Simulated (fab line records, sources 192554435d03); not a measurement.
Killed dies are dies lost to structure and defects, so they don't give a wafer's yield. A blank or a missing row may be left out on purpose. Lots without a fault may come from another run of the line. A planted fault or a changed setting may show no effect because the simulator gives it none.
Chamber matching | flow n5_finfet | N5_BEOL_M6_STRIP_19 on rie_diel-03: 4 sister chambers
The step strips in O2. 4 wafers are shown with their chamber, then 9 later ones without.

WAFERS WITH THEIR CHAMBER
wafer  | chamber | drypump_motor_current_A (A)
L077.5 | 2       | 5.1
L085.2 | 3       | 5.5
L090.3 | 0       | 5.6
L090.6 | 1       | 5.9

WAFERS WITHOUT THEIR CHAMBER
wafer  | drypump_motor_current_A (A)
L089.3 | 5.4
L089.5 | 5.7
L089.6 | 5.4
L091.1 | 5.4
L091.2 | 5.9
L091.3 | 5.7
L096.1 | 5.4
L096.4 | 5.1
L096.5 | 5.4

WHICH CHAMBER EACH WENT THROUGH
wafer  | from the rows above          | in truth
L089.3 | can't be placed: 3 or 0      | 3
L089.5 | can't be placed: 0 or 1 or 3 | 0
L089.6 | can't be placed: 3 or 0      | 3
L091.1 | can't be placed: 3 or 0      | 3
L091.2 | 1                            | 1
L091.3 | can't be placed: 0 or 1 or 3 | 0
L096.1 | can't be placed: 3 or 0      | 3
L096.4 | 2                            | 2
L096.5 | can't be placed: 3 or 0      | 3
Placed correctly: 2 of 9. Can't be placed from these rows: 7 (the true chamber is among the candidates in 7). Placed wrongly: 0.
How it was worked out, from the rows above alone: a wafer's distance from a chamber is the root of the sum, over the readings, of the square of ((its reading less the chamber's mean) divided by the reading's scatter). The wafer belongs to the nearest chamber; if the next one is less than 2 further off, it can't be placed. A chamber's mean is the mean of its shown wafers. The scatter: with one shown wafer a chamber, the root of the mean of the squares of how far each hidden wafer lies from its nearest shown one.
